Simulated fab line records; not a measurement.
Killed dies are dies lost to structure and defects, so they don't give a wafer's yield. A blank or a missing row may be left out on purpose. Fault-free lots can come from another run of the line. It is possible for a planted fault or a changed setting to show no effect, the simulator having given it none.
Which tool did it?	flow n5 finfet	11 lots with 29 wafers sampled at 5 steps, on a route of 1938 steps

WHAT THE GAUGES SHOWED, per wafer
N5_BEOL_M1_THK_MEAS_01.
lot	measured	on	M1_ILD_THK (nm)
L601	day 6 09:55	film metro-02	78.8 78.0 78.6
L604	day 6 20:36	film metro-02	78.9 80.4
L605	day 7 06:08	film metro-02	79.0 81.0 80.5
L607	day 7 20:10	film metro-02	77.9 79.1 78.9
L608	day 7 23:09	film metro-01	77.1 79.0 78.3
L609	day 8 03:01	film metro-02	79.1 78.6 78.7
L610	day 8 14:44	film metro-01	79.3 80.3 81.2
L612	day 9 01:36	film metro-02	77.1 77.5 79.2
L615	day 10 16:04	film metro-01	88.7 79.3
L617	day 10 18:13	film metro-02	89.1 91.3
L622	day 11 14:59	film metro-02	90.3 79.0

TOOL THAT RAN EACH LOT (tool first, then ch and the chambers of the sampled wafers, then the start)
lot	N5_BEOL_M0_ALD_136	N5_BEOL_M0_SPUTTER_134	N5_BEOL_M0_ANNEAL_135	N5_BEOL_M1_ILD_DEP_00
L601	ald metal-04 ch 0,1,2, day 6 07:39	pvd sputter-03, day 6 08:25	pvd sputter-03, day 6 08:29	pecvd-03 ch 0,1, day 6 09:50
L604	ald metal-02 ch 0,3, day 6 18:31	pvd sputter-03, day 6 19:18	pvd sputter-03, day 6 19:23	pecvd-03 ch 1,2, day 6 20:32
L605	ald metal-03 ch 2,3, day 7 03:28	pvd sputter-01, day 7 04:48	pvd sputter-01, day 7 04:53	pecvd-03 ch 0,2, day 7 06:04
L607	ald metal-02 ch 1,3, day 7 17:19	pvd sputter-02, day 7 18:13	pvd sputter-02, day 7 18:18	pecvd-04 ch 0,1,2, day 7 20:07
L608	ald metal-03 ch 0,1,3, day 7 20:52	pvd sputter-03, day 7 21:35	pvd sputter-03, day 7 21:40	pecvd-04 ch 0,1,2, day 7 22:50
L609	ald metal-04 ch 0,1,3, day 8 01:01	pvd sputter-01, day 8 01:43	pvd sputter-01, day 8 01:48	pecvd-03 ch 0,1,2, day 8 02:57
L610	ald metal-02 ch 1,2,3, day 8 12:16	pvd sputter-02, day 8 12:57	pvd sputter-02, day 8 13:02	pecvd-02 ch 1,2, day 8 14:40
L612	ald metal-04 ch 1,2,3, day 8 23:08	pvd sputter-03, day 8 23:57	pvd sputter-03, day 9 00:02	pecvd-03 ch 0,2, day 9 01:32
L615	ald metal-03 ch 1,2, day 10 13:54	pvd sputter-01, day 10 14:44	pvd sputter-01, day 10 14:49	pecvd-03 ch 0,2, day 10 15:59
L617	ald metal-04 ch 0,1, day 10 15:32	pvd sputter-01, day 10 16:54	pvd sputter-01, day 10 16:59	pecvd-03 ch 0,2, day 10 18:09
L622	ald metal-02 ch 1,2, day 11 11:23	pvd sputter-03, day 11 13:42	pvd sputter-03, day 11 13:46	pecvd-03 ch 0,2, day 11 14:56
- N5_BEOL_M0_ALD_136: deposits TaN, pulse time 2 s, purge time 3 s, co reactant purge time 2 s.
- N5_BEOL_M0_SPUTTER_134: material Cu, target thk 4 nm, time 7.37 s.
- N5_BEOL_M0_ANNEAL_135: time 60 s.
- N5_BEOL_M1_ILD_DEP_00: deposits SiOC from DEMS/O2, target thk 79 nm, time 15.3 s.

THE ANSWER, worked out from the rows above alone
Rule: what is usual is taken from the lots themselves. The widest of any qualifying gaps counts: lots, ordered by their means at a reading, are off when they make up no more than a third of the lots, leave a main group of 4 or more, and stand apart from it by 3 or more times the standard deviation of that group's means. The tables above print the reading to a certain number of digits; a main group whose means all agree to those digits is not used. A lot without any number at a reading at which 4 lots or more have one is off too. Any other lot the step has rows for is counted as sound.
Off: L615, L617, L622, seen at N5_BEOL_M1_THK_MEAS_01 (M1_ILD_THK). Main group: mean 79.0 nm, sd 0.85.
If a tool, at a process step before that reading, ran all the lots that are off and no sound lot after the first of them, it fits. Those tools and the gauges at N5_BEOL_M1_THK_MEAS_01 are tried in the same way. One fits: pecvd-03 at N5_BEOL_M1_ILD_DEP_00. A fault onset in the window from L612 (day 9 01:32, its last sound lot) to L615 (day 10 15:59, its first lot off) fits.

WHAT THE SIMULATOR HAD PUT IN
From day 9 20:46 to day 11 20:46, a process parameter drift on pecvd-03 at N5_BEOL_M1_ILD_DEP_00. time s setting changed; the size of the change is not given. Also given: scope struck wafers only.
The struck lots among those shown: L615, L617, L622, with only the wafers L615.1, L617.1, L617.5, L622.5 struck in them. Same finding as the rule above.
